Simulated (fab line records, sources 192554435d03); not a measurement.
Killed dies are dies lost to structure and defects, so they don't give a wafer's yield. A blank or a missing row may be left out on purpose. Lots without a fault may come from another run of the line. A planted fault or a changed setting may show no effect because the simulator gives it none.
Split-lot experiment | flow n5_finfet | 7 lots, 21 wafers read, on a route of 1938 steps

THE SPLIT
At N5_HKMG_FIN_COAT_06 (resist thk 90 nm), the setting spin_rpm was moved away from the recipe's 1500 rpm on 6 of the 21 wafers read, by -10.5% to +9.1%. The other wafers ran this setting at the recipe's value.

FROM THE SPLIT TO THE READING: what the file shows between them, 4 steps
- N5_HKMG_FIN_EXPOSE_09: exposes mask NWFM (also split here: dose_mj)
- N5_HKMG_FIN_PEB_10: peb time 60 s
- N5_HKMG_FIN_DEVELOP_11: develop time 30 s
- N5_HKMG_FIN_CD_MEAS_12: target cd 92.8 nm

THE READING
CAR-ArF_of_HKMG_FIN_COAT_06.thk_nm (the simulator's own value, which no gauge read), in nm, at N5_HKMG_FIN_DESCUM_17 (chemistry O2, time 7.9 s). The file gives no usual value for it. The 15 wafers here that ran the recipe average 83.7 nm, standard deviation 0.27 nm.

wafer  | tool, chamber at the split | spin_rpm as run, rpm | against the recipe | CAR-ArF_of_HKMG_FIN_COAT_06.thk_nm, nm | against lot-mates on the recipe
L077.1 | litho_track-03, 0          | 1500                 | recipe             | 83.6                                   | -
L077.4 | litho_track-03, 0          | 1500                 | recipe             | 84.2                                   | -
L077.5 | litho_track-03, 0          | 1500                 | recipe             | 83.8                                   | -
L081.2 | litho_track-05, 0          | 1500                 | recipe             | 83.6                                   | -
L081.4 | litho_track-05, 0          | 1637                 | +9.1%              | 79.6                                   | -4.0
L081.6 | litho_track-05, 0          | 1637                 | +9.1%              | 79.6                                   | -4.0
L083.2 | litho_track-04, 0          | 1500                 | recipe             | 83.6                                   | -
L083.5 | litho_track-04, 0          | 1619                 | +7.9%              | 80.2                                   | -3.4
L083.6 | litho_track-04, 0          | 1619                 | +7.9%              | 80.4                                   | -3.2
L084.2 | litho_track-03, 0          | 1500                 | recipe             | 83.2                                   | -
L084.3 | litho_track-03, 0          | 1500                 | recipe             | 83.6                                   | -
L084.4 | litho_track-03, 0          | 1500                 | recipe             | 83.8                                   | -
L086.3 | litho_track-04, 0          | 1500                 | recipe             | 83.8                                   | -
L086.4 | litho_track-04, 0          | 1598                 | +6.5%              | 80.6                                   | -3.0
L086.5 | litho_track-04, 0          | 1500                 | recipe             | 83.4                                   | -
L089.1 | litho_track-04, 0          | 1500                 | recipe             | 83.8                                   | -
L089.5 | litho_track-04, 0          | 1500                 | recipe             | 83.2                                   | -
L089.6 | litho_track-04, 0          | 1500                 | recipe             | 83.4                                   | -
L097.1 | litho_track-03, 0          | 1500                 | recipe             | 84                                     | -
L097.3 | litho_track-03, 0          | 1342                 | -10.5%             | 89                                     | +5.1
L097.6 | litho_track-03, 0          | 1500                 | recipe             | 83.8                                   | -

THE FIT
A straight line over all 21 wafers: CAR-ArF_of_HKMG_FIN_COAT_06.thk_nm changes by -0.46 nm for each +1% of spin_rpm; r = -0.99; the points scatter about the line by 0.28 nm.
The same after taking each lot's own level away (the mean of its wafers on the recipe; 21 wafers): -0.449 nm for each +1%; r = -0.99; scatter 0.22 nm.
On that fit, the largest move of spin_rpm shifts the reading by 4.7 nm.
The lots' own levels span 83.47 to 83.90 nm, that is 1.6 times the standard deviation above.
So the lot-to-lot level changes the slope little: the two slopes agree.
Check: with one of the wafers moved furthest among these (-10.5%) left out of the fit, the line predicts +4.55 nm for it against its lot-mates. It came out at +5.1 nm against them.

OTHER SPLITS ON THESE WAFERS
These wafers also went through other splits before the reading. Each is held against what the fit with the lots' levels taken away leaves over:
other split on the same wafers | wafers away from the commonest value | r with CAR-ArF_of_HKMG_FIN_COAT_06.thk_nm (lot level and that fit taken away)
N5_SD_EPI_N_ETCH_35 time_s     | 9                                    | +0.04
N5_SDB_EXPOSE_08 dose_mj       | 8                                    | -0.20
N5_HKMG_FIN_EXPOSE_09 dose_mj  | 5                                    | +0.50

THE WHOLE CHAIN: every reading that the file lists as answering this split, in the file's order
step                  | what it does             | reading                                                                             | change (the file's fit)               | r (the file's)
N5_HKMG_FIN_COAT_06   | resist thk 90 nm         | CAR-ArF_of_HKMG_FIN_COAT_06.thk_nm (the simulator's own value, which no gauge read) | -0.458 nm for each +1% of the setting | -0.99
N5_HKMG_FIN_DESCUM_17 | chemistry O2, time 7.9 s | CAR-ArF_of_HKMG_FIN_COAT_06.thk_nm (the simulator's own value, which no gauge read) | -0.453 nm for each +1% of the setting | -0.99

THE FILE'S OWN FIT
CAR-ArF_of_HKMG_FIN_COAT_06.thk_nm changes by -0.453 nm for each +1% of spin_rpm, r = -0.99.
